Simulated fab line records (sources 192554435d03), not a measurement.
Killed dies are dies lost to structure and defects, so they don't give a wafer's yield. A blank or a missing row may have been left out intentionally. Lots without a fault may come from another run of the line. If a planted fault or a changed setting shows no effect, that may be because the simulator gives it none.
Matching of chambers | flow n5Finfet | uvCure-02 running N5_BEOL_M10_CURE_71: 3 sister chambers
The step cures SiCOH lowk, time 240 s. 6 wafers are shown with their chamber, then 11 later ones without.

## EACH WAFER AND ITS CHAMBER
wafer  | chamber | wafer_temp_C_max | lampPowerPct (%)
L077.6 | 1       | 386.9            | 52.26
L082.5 | 2       | 387.4            | 52.28
L082.6 | 2       | 387.0            | 52.22
L086.5 | 0       | 387.1            | 52.31
L086.6 | 0       | 387.4            | 52.28
L084.1 | 1       | 387.4            | 52.23

## WAFERS WHOSE CHAMBER IS MISSING
wafer  | wafer_temp_C_max | lampPowerPct (%)
L084.4 | 388.3            | 52.36
L084.5 | 387.5            | 52.35
L088.2 | 386.6            | 52.29
L088.3 | 386.7            | 52.21
L088.4 | 387.0            | 52.30
L092.1 | 387.3            | 52.41
L092.3 | 386.3            | 52.29
L092.5 | 386.8            | 52.38
L096.2 | 387.4            | 52.34
L096.3 | 387.1            | 52.33
L096.6 | 387.3            | 52.21

## WHICH CHAMBER EACH ONE RAN IN
wafer  | from the rows above          | in truth
L084.4 | can't be placed: 0 or 2 or 1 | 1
L084.5 | can't be placed: 0 or 2 or 1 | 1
L088.2 | can't be placed: 0 or 1 or 2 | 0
L088.3 | can't be placed: 1 or 2 or 0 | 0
L088.4 | can't be placed: 0 or 2 or 1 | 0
L092.1 | can't be placed: 0 or 2 or 1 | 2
L092.3 | can't be placed: 0 or 1 or 2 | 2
L092.5 | can't be placed: 0 or 2 or 1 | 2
L096.2 | can't be placed: 0 or 2 or 1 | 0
L096.3 | can't be placed: 0 or 2 or 1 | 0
L096.6 | can't be placed: 1 or 2 or 0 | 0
Correctly placed: 0 of 11. Cannot be placed on the basis of these rows: 11; the candidates contain the true chamber in 11. 0 placed wrongly.
How it was worked out, from the rows above alone: a wafer's distance from a chamber is the root of the sum, over the readings, of the square of ((its reading less the chamber's mean) divided by the reading's scatter). If the next closest chamber is less than 2 further off than the closest, the wafer can't be placed; otherwise it belongs to the closest. For every chamber, the mean is computed from those of its wafers that are shown. The scatter: the root of (the sum of the squares of (reading less its chamber's mean) over the shown wafers, divided by (wafers less chambers)).
